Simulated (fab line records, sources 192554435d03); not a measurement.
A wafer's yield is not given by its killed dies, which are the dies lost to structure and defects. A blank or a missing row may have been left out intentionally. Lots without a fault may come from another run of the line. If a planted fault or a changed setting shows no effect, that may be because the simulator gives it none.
fab line records	flow n5_finfet
[record] lots = 7	wafers = 39
route steps=1938 shown FIN_SAQP@138 SD_EPI_N@269 ILD0@343
start_h: hours from the record's opening day to when the first of the lot's shown wafers began	wait_h: hours since the lot's step before	" as in the row above	L1.1+2: a row that stands for several wafers	- either no value or no given start	* or withheld: withheld	< > ~ a bound
route shown NAME@n: NAME is a module with steps in the file, n the number in the route of the first one	usual: mean/standard deviation of fault-free wafers	same: alike in all rows	chamber/n: place in a boat	sites: each site's reading	_std_site: the standard deviation of these	_edge_site: mean of outer sites minus mean of inner sites	radius_mm: for every site, how far away it sits from the centre of the wafer	mask NAME#n: copy n	behind: the last tool/chamber to shape the wafer	hold: why the lot went on hold/how many hours it stayed there/how the hold came to an end	device: the n, p or np transistor that did not switch	end of line: tests of these same wafers at the route's end	a step with no rows: only its recipe	killed: dies lost to structure and defects at the first sort, not the wafer's yield	map: shows each die of a wafer: x if killed, . if not, _ if none is there
set.NAME: the setting the step ran with; set.NAME@STEP: the setting that earlier step ran with	model.NAME: the simulator's own value behind a step, which no gauge read
lots whose settings were changed on purpose; a table a step, a row a wafer
[[steps]]
[step N5_FIN_SAQP_SPACER2_ALD_28]
[recipe] material = SiO2	target_thk_a = 81	temp_c = 300	ald_precursor_family = BDEAS	ald_co_reactant = O2-plasma	pulse_time_s = 1	purge_time_s = 2	co_reactant_purge_time_s = 2	pressure_torr = 2
lot.wafer	tool	chamber	start_h	wait_h	set.target_thk_a	model.SiO2_of_FIN_SAQP_SPACER2_ALD_28.thk_nm
L074.1+6	ald_sin-04	3	26.94	0.1	81	8
L074.2	"	2	"	"	81	8.2
L075.1+2+6	ald_sin-04	1,2,1	38.47	0.1	81	8.2
L075.3+4+5	"	3,0,0	"	"	114	11.4
L076.1	ald_sin-02	2	39.08	0.1	81	8.2
L076.2+6	"	0,3	"	"	81	8
L076.3	"	3	"	"	49	4.8
L076.4+5	"	1,2	"	"	49	5
L080.1+2+5	ald_sin-03	2,0,2	61.31	0.4	35.56	3.6
L080.3+4	"	1,3	"	"	81	8
L080.6	"	3	"	"	81	8.2
L085.1+3	ald_sin-02	0,3	91.80	0.4	81	8
L085.2	"	1	"	"	81	8.2
L085.4+5+6	"	2,3,2	"	"	95.69	9.6
L093.1+5	ald_sin-02	3,0	139.59	0.1	81	8
L093.2+4+6	"	1,2,3	"	"	61.62	6.2
L093.3	"	0	"	"	81	8.2
L095.1+4+6	ald_sin-03	3,1,3	152.45	0.6	81	8.2
L095.2+5	"	1,2	"	"	49.14	5
L095.3	"	2	"	"	49.14	4.8
[step N5_FIN_SAQP_SPACER2_ETCHBACK_29]
[recipe] chemistry = CHF3/O2	mode = anisotropic_etchback	target = SiO2	target_depth_a = 122	time_s = 6.1	pressure_mtorr = 30	source_w = 650	bias_w = 170	Ar_flow_sccm = 200	CHF3_flow_sccm = 50	O2_flow_sccm = 5	ion_energy_ev = 200
[step N5_FIN_SAQP_MANDREL2_REMOVE_60]
[recipe] chemistry = HBr/Cl2/O2	bt_time_s = 10	target = a-Si	stop_on = SiNx	endpoint = OES-SiCl	over_etch_frac = 1	icp_w = 600	bias_w = 22	HBr_flow_sccm = 150	Cl2_flow_sccm = 80	O2_flow_sccm = 5	pressure_mtorr = 10
lot.wafer	tool	chamber	start_h	wait_h	set.target_thk_a@FIN_SAQP_SPACER2_ALD_28	model.FIN_SAQP.cd_nm
L074.1+6	rie_si-01	0,1	27.35	0.1	81	8
L074.2	"	3	"	"	81	8.4
L075.1+2+6	rie_si-03	2,0,2	38.97	0.1	81	8.2
L075.3+5	"	3	"	"	114	11.4
L075.4	"	1	"	"	114	11.2
L076.1+6	rie_si-01	1,3	39.49	0.1	81	8.2
L076.2	"	0	"	"	81	8
L076.3	"	3	"	"	49	5
L076.4	"	2	"	"	49	5.2
L076.5	"	0	"	"	49	4.8
L080.1	rie_si-03	1	61.72	0.1	35.56	3.4
L080.2	"	2	"	"	35.56	3.8
L080.3	"	3	"	"	81	8
L080.4+6	"	0	"	"	81	8.2
L080.5	"	3	"	"	35.56	3.6
L085.1+2	rie_si-01	3,2	92.21	0.1	81	8.2
L085.3	"	1	"	"	81	8
L085.4+5+6	"	2,1,3	"	"	95.69	9.6
L093.1+3	rie_si-03	3,2	140.04	0.1	81	8.2
L093.2	"	0	"	"	61.62	6.4
L093.4	"	1	"	"	61.62	6
L093.5	"	1	"	"	81	8
L093.6	"	0	"	"	61.62	6.2
L095.1+4	rie_si-03	3,2	152.88	0.1	81	8.2
L095.2+5	"	0,2	"	"	49.14	5
L095.3	"	1	"	"	49.14	4.8
L095.6	"	1	"	"	81	8
[step N5_FIN_SAQP_CD_MEAS_31]
[recipe] target_cd_nm = 8	landing_energy_ev = 1000	detector = se_inlens	polarity = line
[usual] cd_nm = 8.14/0.21
lot.wafer	tool	chamber	start_h	wait_h	set.target_thk_a@FIN_SAQP_SPACER2_ALD_28	cd_nm
L074.1	cd_sem-02	0	27.46	0.1	81	8.28
L074.2	"	0	"	"	81	8.37
L074.6	"	0	"	"	81	8.18
L075.1	cd_sem-02	0	39.08	0.1	81	8.25
L075.2	"	0	"	"	81	8.29
L075.3	"	0	"	"	114	11.29
L075.4	"	0	"	"	114	11.05
L075.5	"	0	"	"	114	11.47
L075.6	"	0	"	"	81	8.44
L076.1	cd_sem-02	0	39.60	0.1	81	8.14
L076.2	"	0	"	"	81	7.82
L076.3	"	0	"	"	49	4.90
L076.4	"	0	"	"	49	4.87
L076.5	"	0	"	"	49	4.97
L076.6	"	0	"	"	81	8.33
L080.1	cd_sem-03	0	61.83	0.1	35.56	3.36
L080.2	"	0	"	"	35.56	3.50
L080.3	"	0	"	"	81	8.09
L080.4	"	0	"	"	81	7.81
L080.5	"	0	"	"	35.56	3.71
L080.6	"	0	"	"	81	8.18
L085.1	cd_sem-03	0	92.32	0.1	81	8.32
L085.2	"	0	"	"	81	8.38
L085.3	"	0	"	"	81	8.13
L085.4	"	0	"	"	95.69	9.55
L085.5	"	0	"	"	95.69	9.51
L085.6	"	0	"	"	95.69	9.71
L093.1	cd_sem-01	0	140.15	0.1	81	8.33
L093.2	"	0	"	"	61.62	6.62
L093.3	"	0	"	"	81	8.14
L093.4	"	0	"	"	61.62	6.18
L093.5	"	0	"	"	81	8.08
L093.6	"	0	"	"	61.62	6.47
L095.1	cd_sem-03	0	152.99	0.1	81	8.14
L095.2	"	0	"	"	49.14	4.78
L095.3	"	0	"	"	49.14	4.94
L095.4	"	0	"	"	81	8.14
L095.5	"	0	"	"	49.14	4.92
L095.6	"	0	"	"	81	8.12
[step N5_FIN_SAQP_HM_OPEN_33]
[recipe] chemistry = CH3F/O2	target = SiNx	mask_material = SiO2	target_depth_a = 494	time_s = 70.6	pressure_mtorr = 30	source_w = 395	bias_w = 73	Ar_flow_sccm = 150	CH3F_flow_sccm = 30	O2_flow_sccm = 20	ion_energy_ev = 120	ends = cleared
lot.wafer	tool	chamber	start_h	wait_h	set.target_thk_a@FIN_SAQP_SPACER2_ALD_28	model.FIN_SAQP.cd_nm
L074.1	rie_diel-06	3	27.51	0.0	81	8.2
L074.2	"	0	"	"	81	8.4
L074.6	"	0	"	"	81	8
L075.1+6	rie_diel-01	2,3	39.13	0.0	81	8.4
L075.2	"	0	"	"	81	8.2
L075.3+4+5	"	1,3,0	"	"	114	11.4
L076.1+6	rie_diel-06	3,2	39.65	0.0	81	8.2
L076.2	"	2	"	"	81	8
L076.3+5	"	1,3	"	"	49	5
L076.4	"	0	"	"	49	5.2
L080.1+2+5	rie_diel-06	3,1,0	61.88	0.0	35.56	3.6
L080.3	"	2	"	"	81	8
L080.4+6	"	0,1	"	"	81	8.2
L085.1+3	rie_diel-05	1,0	92.47	0.1	81	8.2
L085.2	"	3	"	"	81	8.4
L085.4	"	2	"	"	95.69	9.8
L085.5+6	"	0,1	"	"	95.69	9.6
L093.1+3	rie_diel-05	2,0	140.20	0.0	81	8.2
L093.2+6	"	3	"	"	61.62	6.4
L093.4	"	1	"	"	61.62	6
L093.5	"	0	"	"	81	8
L095.1	rie_diel-01	1	153.07	0.1	81	8.2
L095.2	"	2	"	"	49.14	5.2
L095.3	"	0	"	"	49.14	4.8
L095.4	"	3	"	"	81	8.4
L095.5	"	2	"	"	49.14	5
L095.6	"	3	"	"	81	8
[step N5_FIN_SAQP_ETCH_34]
[recipe] chemistry = C4F6/O2	target = SiO2	target_depth_a = 450	time_s = 15	ion_energy_ev = 250	pressure_mtorr = 30	source_w = 345	bias_w = 185	Ar_flow_sccm = 300	C4F6_flow_sccm = 10	O2_flow_sccm = 10	ends = cleared
[step N5_FIN_SAQP_STRIP_77]
[recipe] chemistry = N2/H2	time_s = 90	power_w = 100	temp_c = 40	pressure_mtorr = 100	rf_frequency_hz = 6e+07	bias_power_w = 3	n2_flow_sccm = 300	h2_flow_sccm = 300
[step N5_FIN_SAQP_HM_CD_35]
[recipe] target_cd_nm = 8	polarity = line
[usual] cd_nm = 8.17/0.25
lot.wafer	tool	chamber	start_h	wait_h	set.target_thk_a@FIN_SAQP_SPACER2_ALD_28	cd_nm
L074.1	cd_sem-01	-	27.72	0.1	81	8.36
L074.2	"	-	"	"	81	8.59
L074.6	"	-	"	"	81	7.96
L075.1	cd_sem-03	-	39.35	0.1	81	8.04
L075.2	"	-	"	"	81	8.36
L075.3	"	-	"	"	114	11.25
L075.4	"	-	"	"	114	11.73
L075.5	"	-	"	"	114	11.08
L075.6	"	-	"	"	81	8.45
L076.1	cd_sem-03	-	39.87	0.1	81	8.00
L076.2	"	-	"	"	81	8.00
L076.3	"	-	"	"	49	4.96
L076.4	"	-	"	"	49	5.28
L076.5	"	-	"	"	49	4.61
L076.6	"	-	"	"	81	7.96
L080.1	cd_sem-03	-	62.09	0.1	35.56	3.44
L080.2	"	-	"	"	35.56	3.47
L080.3	"	-	"	"	81	8.05
L080.4	"	-	"	"	81	8.04
L080.5	"	-	"	"	35.56	3.51
L080.6	"	-	"	"	81	7.70
L085.1	cd_sem-01	-	92.69	0.1	81	7.90
L085.2	"	-	"	"	81	8.63
L085.3	"	-	"	"	81	8.25
L085.4	"	-	"	"	95.69	9.94
L085.5	"	-	"	"	95.69	9.50
L085.6	"	-	"	"	95.69	9.34
L093.1	cd_sem-02	-	140.41	0.1	81	8.44
L093.2	"	-	"	"	61.62	6.63
L093.3	"	-	"	"	81	8.30
L093.4	"	-	"	"	61.62	6.46
L093.5	"	-	"	"	81	8.04
L093.6	"	-	"	"	61.62	6.46
L095.1	cd_sem-01	-	153.28	0.1	81	8.13
L095.2	"	-	"	"	49.14	5.12
L095.3	"	-	"	"	49.14	4.85
L095.4	"	-	"	"	81	8.40
L095.5	"	-	"	"	49.14	4.77
L095.6	"	-	"	"	81	8.32
[step N5_FIN_SAQP_ETCH_64]
[recipe] chemistry = CF4	target = SiO2	target_depth_a = 15	ion_energy_ev = 350	pressure_mtorr = 10	icp_w = 800	bias_w = 400	cf4_flow_sccm = 80
[step N5_FIN_SAQP_FIN_ETCH_36]
[recipe] chemistry = HBr/Cl2/O2	target_depth_a = 1200	mask_material = SiNx	time_s = 50.4	bias_w = 102	pressure_mtorr = 10	icp_w = 800	HBr_flow_sccm = 150	Cl2_flow_sccm = 80	O2_flow_sccm = 12
lot.wafer	tool	chamber	start_h	wait_h	set.target_thk_a@FIN_SAQP_SPACER2_ALD_28	model.FIN_SAQP.cd_nm
L074.1	rie_si-03	3	27.79	0.0	81	8.4
L074.2	"	2	"	"	81	8.6
L074.6	"	2	"	"	81	8.2
L075.1	rie_si-04	2	39.42	0.0	81	8.2
L075.2	"	0	"	"	81	8
L075.3+4+5	"	1,3,2	"	"	114	11.4
L075.6	"	3	"	"	81	8.6
L076.1	rie_si-03	3	39.94	0.0	81	8.4
L076.2	"	2	"	"	81	8.2
L076.3+4	"	0,1	"	"	49	5.2
L076.5	"	3	"	"	49	5
L076.6	"	2	"	"	81	8.6
L080.1	rie_si-01	1	62.16	0.0	35.56	3.4
L080.2+5	"	0,3	"	"	35.56	3.6
L080.3	"	2	"	"	81	8
L080.4+6	"	3,0	"	"	81	8.2
L085.1	rie_si-04	3	92.76	0.0	81	8
L085.2+3	"	1,2	"	"	81	8.2
L085.4	"	2	"	"	95.69	9.8
L085.5	"	1	"	"	95.69	9.2
L085.6	"	3	"	"	95.69	9.4
L093.1	rie_si-04	3	140.48	0.0	81	8.2
L093.2	"	0	"	"	61.62	6.4
L093.3+5	"	2,0	"	"	81	8
L093.4	"	1	"	"	61.62	5.8
L093.6	"	1	"	"	61.62	6.2
L095.1+4	rie_si-04	3,2	153.36	0.0	81	8.2
L095.2+5	"	0	"	"	49.14	5
L095.3	"	1	"	"	49.14	4.6
L095.6	"	1	"	"	81	7.8
[step N5_FIN_SAQP_CD_MEAS_37]
[recipe] target_cd_nm = 8	polarity = line
[usual] cd_nm = 8.17/0.28
lot.wafer	tool	chamber	start_h	wait_h	set.target_thk_a@FIN_SAQP_SPACER2_ALD_28	cd_nm
L074.1	cd_sem-02	-	27.91	0.1	81	8.63
L074.2	"	-	"	"	81	8.71
L074.6	"	-	"	"	81	8.26
L075.1	cd_sem-02	-	39.53	0.1	81	8.23
L075.2	"	-	"	"	81	7.93
L075.3	"	-	"	"	114	11.06
L075.4	"	-	"	"	114	11.35
L075.5	"	-	"	"	114	11.33
L075.6	"	-	"	"	81	8.66
L076.1	cd_sem-02	-	40.07	0.1	81	8.41
L076.2	"	-	"	"	81	8.21
L076.3	"	-	"	"	49	5.01
L076.4	"	-	"	"	49	4.79
L076.5	"	-	"	"	49	4.80
L076.6	"	-	"	"	81	8.75
L080.1	cd_sem-01	-	62.28	0.1	35.56	3.59
L080.2	"	-	"	"	35.56	3.81
L080.3	"	-	"	"	81	8.15
L080.4	"	-	"	"	81	8.12
L080.5	"	-	"	"	35.56	3.88
L080.6	"	-	"	"	81	8.25
L085.1	cd_sem-01	-	92.87	0.1	81	8.10
L085.2	"	-	"	"	81	8.16
L085.3	"	-	"	"	81	8.13
L085.4	"	-	"	"	95.69	9.72
L085.5	"	-	"	"	95.69	9.24
L085.6	"	-	"	"	95.69	9.15
L093.1	cd_sem-01	-	140.60	0.1	81	8.01
L093.2	"	-	"	"	61.62	6.38
L093.3	"	-	"	"	81	8.13
L093.4	"	-	"	"	61.62	5.90
L093.5	"	-	"	"	81	8.05
L093.6	"	-	"	"	61.62	6.46
L095.1	cd_sem-02	-	153.48	0.1	81	8.27
L095.2	"	-	"	"	49.14	4.77
L095.3	"	-	"	"	49.14	4.56
L095.4	"	-	"	"	81	8.02
L095.5	"	-	"	"	49.14	5.22
L095.6	"	-	"	"	81	8.27
[step N5_SD_EPI_N_DEVELOP_08]
[recipe] develop_time_s = 30	developer = TMAH	resist = CAR-ArF-block	dev_temp_c = 23	rinse_liquid = diw	dry = air_spin
lot.wafer	tool	chamber	start_h	wait_h	set.develop_time_s
L074.1+2+6	litho_track-01	0	-	-	30
L075.1+2+3+4+5+6	litho_track-04	0	-	-	30
L076.1+4+6	litho_track-03	0	-	-	30
L076.2+3+5	"	0	"	"	18.97
L080.1+2+3	litho_track-03	0	-	-	30
L080.4+5+6	"	0	"	"	46.87
L085.1+2+5	litho_track-01	0	-	-	44.11
L085.3+4+6	"	0	"	"	30
L093.1+5+6	litho_track-01	0	-	-	30
L093.2+3+4	"	0	"	"	46.9
L095.1+3+5	litho_track-01	0	-	-	16.68
L095.2+4+6	"	0	"	"	30
[step N5_SD_EPI_N_CD_MEAS_09]
[recipe] target_cd_nm = 120	landing_energy_ev = 500	detector = se_inlens
[usual] cd_nm = 120.0/0.61
lot.wafer	tool	chamber	start_h	wait_h	set.develop_time_s@SD_EPI_N_DEVELOP_08	cd_nm
L074.1	cd_sem-01	0	52.29	-	30	119.6
L074.2	"	0	"	"	30	120.2
L074.6	"	0	"	"	30	119.6
L075.1	cd_sem-01	0	63.81	-	30	120.8
L075.2	"	0	"	"	30	120.4
L075.3	"	0	"	"	30	121.3
L075.4	"	0	"	"	30	121.3
L075.5	"	0	"	"	30	120.2
L075.6	"	0	"	"	30	122.0
L076.1	cd_sem-03	0	64.21	-	30	120.7
L076.2	"	0	"	"	18.97	117.5
L076.3	"	0	"	"	18.97	117.9
L076.4	"	0	"	"	30	119.6
L076.5	"	0	"	"	18.97	118.0
L076.6	"	0	"	"	30	119.6
L080.1	cd_sem-01	0	83.63	-	30	120.1
L080.2	"	0	"	"	30	119.4
L080.3	"	0	"	"	30	120.0
L080.4	"	0	"	"	46.87	121.6
L080.5	"	0	"	"	46.87	122.8
L080.6	"	0	"	"	46.87	121.8
L085.1	cd_sem-03	0	115.07	-	44.11	120.9
L085.2	"	0	"	"	44.11	121.5
L085.3	"	0	"	"	30	119.9
L085.4	"	0	"	"	30	119.5
L085.5	"	0	"	"	44.11	122.2
L085.6	"	0	"	"	30	120.0
L093.1	cd_sem-01	0	163.17	-	30	120.0
L093.2	"	0	"	"	46.9	122.3
L093.3	"	0	"	"	46.9	123.2
L093.4	"	0	"	"	46.9	122.3
L093.5	"	0	"	"	30	120.7
L093.6	"	0	"	"	30	119.8
L095.1	cd_sem-01	0	176.16	-	16.68	116.6
L095.2	"	0	"	"	30	119.4
L095.3	"	0	"	"	16.68	117.1
L095.4	"	0	"	"	30	119.6
L095.5	"	0	"	"	16.68	116.9
L095.6	"	0	"	"	30	119.6
[step N5_SD_EPI_N_DESCUM_14]
[recipe] chemistry = O2	time_s = 7.9	source_power_w = 50	bias_power_w = 20	pressure_mtorr = 20	rf_frequency_hz = 2.712e+07	temp_c = 40	resist = CAR-ArF-block	o2_flow_sccm = 225
lot.wafer	tool	chamber	start_h	wait_h	set.develop_time_s@SD_EPI_N_DEVELOP_08	model.SD_EPI_N.cd_nm
L074.1+2	rie_diel-01	3,0	52.37	0.0	30	119.8
L074.6	"	1	"	"	30	120
L075.1	rie_diel-06	0	63.90	0.0	30	120.8
L075.2	"	1	"	"	30	120
L075.3	"	2	"	"	30	121
L075.4	"	3	"	"	30	121.2
L075.5	"	2	"	"	30	120.2
L075.6	"	1	"	"	30	121.8
L076.1	rie_diel-01	3	64.30	0.0	30	120.4
L076.2	"	0	"	"	18.97	117.4
L076.3	"	2	"	"	18.97	118
L076.4	"	1	"	"	30	119.8
L076.5	"	0	"	"	18.97	117.8
L076.6	"	1	"	"	30	119.6
L080.1	rie_diel-06	3	83.72	0.0	30	120.2
L080.2	"	2	"	"	30	119.6
L080.3	"	1	"	"	30	120
L080.4	"	1	"	"	46.87	121.8
L080.5	"	3	"	"	46.87	122.6
L080.6	"	2	"	"	46.87	121.6
L085.1	rie_diel-06	1	115.16	0.0	44.11	121.6
L085.2	"	0	"	"	44.11	121.4
L085.3+6	"	2,3	"	"	30	119.8
L085.4	"	3	"	"	30	119.4
L085.5	"	0	"	"	44.11	122.2
L093.1	rie_diel-06	0	164.07	0.8	30	119.6
L093.2	"	1	"	"	46.9	122.4
L093.3	"	3	"	"	46.9	123
L093.4	"	2	"	"	46.9	122.2
L093.5	"	1	"	"	30	120.8
L093.6	"	0	"	"	30	119.4
L095.1	rie_diel-05	0	176.25	0.0	16.68	116.6
L095.2	"	2	"	"	30	119.2
L095.3	"	3	"	"	16.68	116.8
L095.4+6	"	1,3	"	"	30	119.4
L095.5	"	0	"	"	16.68	117
[step N5_SD_EPI_N_ETCH_34]
[recipe] chemistry = CF4	target = SiARC	target_depth_a = 455	mask_material = CAR-ArF-block	time_s = 75.8	ion_energy_ev = 80	pressure_mtorr = 40	source_w = 545	bias_w = 36	Ar_flow_sccm = 100	cf4_flow_sccm = 100	ends = cleared
lot.wafer	tool	chamber	start_h	wait_h	set.develop_time_s@SD_EPI_N_DEVELOP_08	model.SD_EPI_N.cd_nm
L074.1	rie_diel-01	3	52.41	0.0	30	119.6
L074.2+6	"	0,1	"	"	30	119.8
L075.1	rie_diel-06	0	63.93	0.0	30	120.8
L075.2+5	"	1,2	"	"	30	120.2
L075.3	"	2	"	"	30	121
L075.4	"	3	"	"	30	121.2
L075.6	"	1	"	"	30	122
L076.1	rie_diel-01	3	64.33	0.0	30	120.6
L076.2	"	0	"	"	18.97	117.2
L076.3	"	2	"	"	18.97	118
L076.4	"	1	"	"	30	119.6
L076.5	"	0	"	"	18.97	117.8
L076.6	"	1	"	"	30	119.4
L080.1	rie_diel-06	3	83.75	0.0	30	120.4
L080.2	"	2	"	"	30	119.8
L080.3	"	1	"	"	30	120.2
L080.4	"	1	"	"	46.87	122
L080.5	"	3	"	"	46.87	122.6
L080.6	"	2	"	"	46.87	121.8
L085.1+2	rie_diel-06	1,0	115.19	0.0	44.11	121.6
L085.3	"	2	"	"	30	119.8
L085.4	"	3	"	"	30	119.6
L085.5	"	0	"	"	44.11	122.2
L085.6	"	3	"	"	30	120
L093.1+6	rie_diel-06	0	164.10	0.0	30	119.4
L093.2	"	1	"	"	46.9	122.6
L093.3	"	3	"	"	46.9	123.2
L093.4	"	2	"	"	46.9	122.2
L093.5	"	1	"	"	30	121.2
L095.1	rie_diel-05	0	176.28	0.0	16.68	116.6
L095.2	"	2	"	"	30	119.2
L095.3	"	3	"	"	16.68	117
L095.4	"	1	"	"	30	119.4
L095.5	"	0	"	"	16.68	117.2
L095.6	"	3	"	"	30	119.6
[step N5_ILD0_ALD_15]
[recipe] material = SiNx	target_thk_a = 240	temp_c = 400	ald_precursor_family = SiH2I2	ald_co_reactant = N2/H2-plasma	pulse_time_s = 1	ald_cycles = 480	purge_time_s = 2	co_reactant_purge_time_s = 2	pressure_torr = 2
lot.wafer	tool	chamber	start_h	wait_h	set.ald_cycles	model.SiNx_of_ILD0_ALD_15.thk_nm
L074.1+2+6	ald_sin-04	2,1,1	66.16	0.6	480	24
L075.1+2+3+4+6	ald_sin-01	3,2,0,1,3	77.39	0.6	480	24
L075.5	"	2	78.48	1.2	480	23.8
L076.1+3+4+5+6	ald_sin-03	3,0,2,3,2	79.17	0.8	480	24
L076.2	"	1	"	"	480	23.8
L080.1	ald_sin-03	3	98.06	1.3	747	37.6
L080.2	"	1	"	"	480	24.2
L080.3+4	"	2,0	"	"	480	24.4
L080.5	"	1	99.15	2.0	747	37.4
L080.6	"	2	"	"	747	37.8
L085.1+2	ald_sin-01	1,2	128.49	0.6	734	36.6
L085.3+5	"	0	"	"	480	24
L085.4	"	3	"	"	480	24.2
L085.6	"	3	129.58	1.1	734	36.8
L093.1	ald_sin-03	2	178.50	0.6	656	33
L093.2+6	"	1	"	"	480	23.8
L093.3	"	3	"	"	656	32.8
L093.4	"	0	"	"	656	33.2
L093.5	"	2	179.59	1.2	480	24.2
L095.1	ald_sin-03	3	189.55	0.6	241	12.2
L095.2+5+6	"	2,3,0	"	"	480	24.2
L095.3	"	0	"	"	241	12.4
L095.4	"	1	"	"	241	12
[step N5_ILD0_CMP_12]
[recipe] stop_on = poly-Si	material = SiNx	t_overpolish_s = 6	post_cmp_clean = alkaline_brush	down_force_psi = 2.5	platen_rpm = 51.8	pad_velocity_m_s = 1.0307	target_thk_nm = 17.67
[usual] time_to_endpoint_s = 27.9/2.2
lot.wafer	tool	chamber	start_h	wait_h	set.ald_cycles@ILD0_ALD_15	time_to_endpoint_s
L074.1	cmp-01	1	68.36	1.1	480	26.5
L074.2	"	2	"	"	480	27.5
L074.6	"	2	"	"	480	27.9
L075.2	cmp-01	0	79.59	1.1	480	28.0
L075.4	"	1	"	"	480	28.5
L075.1	"	2	"	"	480	27.5
L075.3	"	3	"	"	480	26.3
L075.6	"	0	"	"	480	28.9
L075.5	"	1	"	"	480	26.9
L076.3	cmp-01	0	81.37	1.1	480	29.8
L076.4	"	1	"	"	480	26.5
L076.1	"	2	"	"	480	25.9
L076.2	"	3	"	"	480	23.1
L076.6	"	0	"	"	480	27.0
L076.5	"	1	"	"	480	25.9
L080.3	cmp-02	1	100.27	1.1	480	27.6
L080.1	"	2	"	"	747	39.9
L080.2	"	3	"	"	480	27.9
L080.4	"	0	"	"	480	27.8
L080.5	"	1	"	"	747	45.3
L080.6	"	2	"	"	747	40.2
L085.1	cmp-04	3	130.85	1.3	734	42.3
L085.3	"	0	"	"	480	29.1
L085.4	"	1	"	"	480	28.8
L085.2	"	2	"	"	734	40.5
L085.6	"	3	"	"	734	41.3
L085.5	"	0	"	"	480	28.7
L093.2	cmp-02	3	180.70	1.1	480	26.1
L093.1	"	0	"	"	656	37.1
L093.4	"	1	"	"	656	38.0
L093.3	"	2	"	"	656	34.2
L093.6	"	3	"	"	480	26.2
L093.5	"	0	"	"	480	25.6
L095.4	cmp-02	2	191.75	1.1	241	16.1
L095.1	"	3	"	"	241	14.0
L095.2	"	0	"	"	480	29.1
L095.3	"	1	"	"	241	17.9
L095.5	"	2	"	"	480	27.2
L095.6	"	3	"	"	480	29.4
[[key]]
[split] step = N5_FIN_SAQP_SPACER2_ALD_28	setting = target_thk_a	stated = 81	by = wafer
[response] step = N5_FIN_SAQP_SPACER2_ALD_28	reading = model.SiO2_of_FIN_SAQP_SPACER2_ALD_28.thk_nm	change = +0.08	per = 1%	r = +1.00
[response] step = N5_FIN_SAQP_MANDREL2_REMOVE_60	reading = model.FIN_SAQP.cd_nm	change = +0.0799	per = 1%	r = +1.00
[response] step = N5_FIN_SAQP_CD_MEAS_31	reading = cd_nm	change = +0.0785	per = 1%	r = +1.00
[response] step = N5_FIN_SAQP_HM_OPEN_33	reading = model.FIN_SAQP.cd_nm	change = +0.079	per = 1%	r = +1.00
[response] step = N5_FIN_SAQP_HM_CD_35	reading = cd_nm	change = +0.0786	per = 1%	r = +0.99
[response] step = N5_FIN_SAQP_FIN_ETCH_36	reading = model.FIN_SAQP.cd_nm	change = +0.0807	per = 1%	r = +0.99
[response] step = N5_FIN_SAQP_CD_MEAS_37	reading = cd_nm	change = +0.0803	per = 1%	r = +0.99
[split] step = N5_SD_EPI_N_DEVELOP_08	setting = develop_time_s	stated = 30	by = wafer
[response] step = N5_SD_EPI_N_CD_MEAS_09	reading = cd_nm	change = +0.0457	per = 1%	r = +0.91
[response] step = N5_SD_EPI_N_DESCUM_14	reading = model.SD_EPI_N.cd_nm	change = +0.0466	per = 1%	r = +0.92
[response] step = N5_SD_EPI_N_ETCH_34	reading = model.SD_EPI_N.cd_nm	change = +0.0461	per = 1%	r = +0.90
[split] step = N5_ILD0_ALD_15	setting = ald_cycles	stated = 480	by = wafer
[response] step = N5_ILD0_ALD_15	reading = model.SiNx_of_ILD0_ALD_15.thk_nm	change = +0.24	per = 1%	r = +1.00
[response] step = N5_ILD0_CMP_12	reading = time_to_endpoint_s	change = *	per = 1%	r = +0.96
